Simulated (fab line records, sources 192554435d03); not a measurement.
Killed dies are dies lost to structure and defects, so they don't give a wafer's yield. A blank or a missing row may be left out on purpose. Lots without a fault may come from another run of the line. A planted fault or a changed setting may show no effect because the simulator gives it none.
Split-lot experiment | flow n5_finfet | 7 lots, 39 wafers read, on a route of 1938 steps

THE SPLIT
At N5_BEOL_M6_ILD_DEP_00 (deposits SiCOH lowk from DEMS/porogen, target thk 179.75 nm, time 33.4 s), the setting time_s was moved away from the recipe's 33.4 s on 15 of the 39 wafers read, by -40.2% to +54.4%. The other wafers ran this setting at the recipe's value.

FROM THE SPLIT TO THE READING: what the file shows between them, 1 step
- N5_BEOL_M6_CURE_74: cures SiCOH lowk, time 240 s

THE READING
M6_ILD_THK, in nm, at N5_BEOL_M6_THK_MEAS_01. Fault-free wafers of this fab line usually give 155.2 nm, standard deviation 2.2 nm.

wafer  | tool, chamber at the split | time_s as run, s | against the recipe | M6_ILD_THK, nm | against lot-mates on the recipe
L075.1 | pecvd-02, 0                | 33.4             | recipe             | 150.6          | -
L075.2 | pecvd-02, 1                | 51.58            | +54.4%             | 234.8          | +81.8
L075.3 | pecvd-02, 2                | 33.4             | recipe             | 153.8          | -
L075.4 | pecvd-02, 2                | 51.58            | +54.4%             | 239.5          | +86.5
L075.5 | pecvd-02, 0                | 33.4             | recipe             | 154.5          | -
L075.6 | pecvd-02, 1                | 51.58            | +54.4%             | 238.9          | +85.9
L079.1 | pecvd-03, 0                | 21.64            | -35.2%             | 100.6          | -56.8
L079.2 | pecvd-03, 1                | 21.64            | -35.2%             | 104.1          | -53.3
L079.3 | pecvd-03, 2                | 21.64            | -35.2%             | 97.5           | -59.9
L079.4 | pecvd-03, 2                | 33.4             | recipe             | 154.9          | -
L079.5 | pecvd-03, 1                | 33.4             | recipe             | 160.4          | -
L079.6 | pecvd-03, 0                | 33.4             | recipe             | 157.0          | -
L088.1 | pecvd-03, 1                | 26.58            | -20.4%             | 125.0          | -29.0
L088.2 | pecvd-03, 2                | 33.4             | recipe             | 152.5          | -
L088.3 | pecvd-03, 0                | 33.4             | recipe             | 154.1          | -
L088.4 | pecvd-03, 1                | 26.58            | -20.4%             | 126.1          | -27.9
L088.5 | pecvd-03, 2                | 33.4             | recipe             | 155.3          | -
L088.6 | pecvd-03, 0                | 26.58            | -20.4%             | 123.8          | -30.2
L089.1 | pecvd-04, 0                | 21.65            | -35.2%             | 102.7          | -52.9
L089.2 | pecvd-04, 1                | 21.65            | -35.2%             | 100.4          | -55.2
L089.3 | pecvd-04, 2                | 21.65            | -35.2%             | 98.6           | -57.0
L089.4 | pecvd-04, 2                | 33.4             | recipe             | 156.2          | -
L089.5 | pecvd-04, 0                | 33.4             | recipe             | 157.8          | -
L089.6 | pecvd-04, 1                | 33.4             | recipe             | 152.9          | -
L091.1 | pecvd-04, 1                | 33.4             | recipe             | 154.2          | -
L091.4 | pecvd-04, 0                | 33.4             | recipe             | 157.8          | -
L091.6 | pecvd-04, 1                | 33.4             | recipe             | 153.6          | -
L094.1 | pecvd-02, 2,0              | 33.4             | recipe             | 153.5          | -
L094.2 | pecvd-02, 1                | 33.4             | recipe             | 153.2          | -
L094.3 | pecvd-02, 0                | 33.4             | recipe             | 151.1          | -
L094.4 | pecvd-02, 2,0              | 33.4             | recipe             | 153.4          | -
L094.5 | pecvd-02, 2                | 33.4             | recipe             | 154.7          | -
L094.6 | pecvd-02, 1                | 33.4             | recipe             | 153.8          | -
L095.1 | pecvd-04, 2                | 19.96            | -40.2%             | 94.2           | -61.5
L095.2 | pecvd-04, 0                | 33.4             | recipe             | 156.3          | -
L095.3 | pecvd-04, 1                | 19.96            | -40.2%             | 92.2           | -63.5
L095.4 | pecvd-04, 0                | 19.96            | -40.2%             | 97.7           | -58.0
L095.5 | pecvd-04, 2                | 33.4             | recipe             | 157.5          | -
L095.6 | pecvd-04, 1                | 33.4             | recipe             | 153.4          | -
Where a row lists several chambers, the file gives one row for several wafers and doesn't say which wafer went through which chamber.

THE FIT
A straight line over all 39 wafers: M6_ILD_THK changes by +1.52 nm for each +1% of time_s; r = +1.00; the points scatter about the line by 2.3 nm.
The same after taking each lot's own level away (the mean of its wafers on the recipe; 39 wafers): +1.55 nm for each +1%; r = +1.00; scatter 2.1 nm.
On that fit, the largest move of time_s shifts the reading by 85 nm.
The lots' own levels span 152.97 to 157.43 nm, that is 2.0 times the standard deviation above.
So the lot-to-lot level changes the slope little: the two slopes agree.
Check: with one of the wafers moved furthest among these (+54.4%) left out of the fit, the line predicts +85.3 nm for it against its lot-mates. It came out at +81.8 nm against them.

OTHER SPLITS ON THESE WAFERS
These wafers also went through other splits before the reading. Each is held against what the fit with the lots' levels taken away leaves over:
other split on the same wafers | wafers away from the commonest value | r with M6_ILD_THK (lot level and that fit taken away)
N5_BEOL_M3_ETCH_64 time_s      | 15                                   | +0.28

THE WHOLE CHAIN: every reading that the file lists as answering this split, in the file's order
step                   | what it does                                                             | reading                                                                                  | change (the file's fit)              | r (the file's)
N5_BEOL_M6_ILD_DEP_00  | deposits SiCOH lowk from DEMS/porogen, target thk 179.75 nm, time 33.4 s | SiCOH_lowk_of_BEOL_M6_ILD_DEP_00.thk_nm (the simulator's own value, which no gauge read) | +1.78 nm for each +1% of the setting | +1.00
N5_BEOL_M6_CURE_74     | cures SiCOH lowk, time 240 s                                             | SiCOH_lowk_of_BEOL_M6_ILD_DEP_00.thk_nm (the simulator's own value, which no gauge read) | +1.55 nm for each +1% of the setting | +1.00
N5_BEOL_M6_THK_MEAS_01 |                                                                          | M6_ILD_THK                                                                               | +1.55 for each +1% of the setting    | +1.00

THE FILE'S OWN FIT
M6_ILD_THK changes by +1.55 nm for each +1% of time_s, r = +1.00.
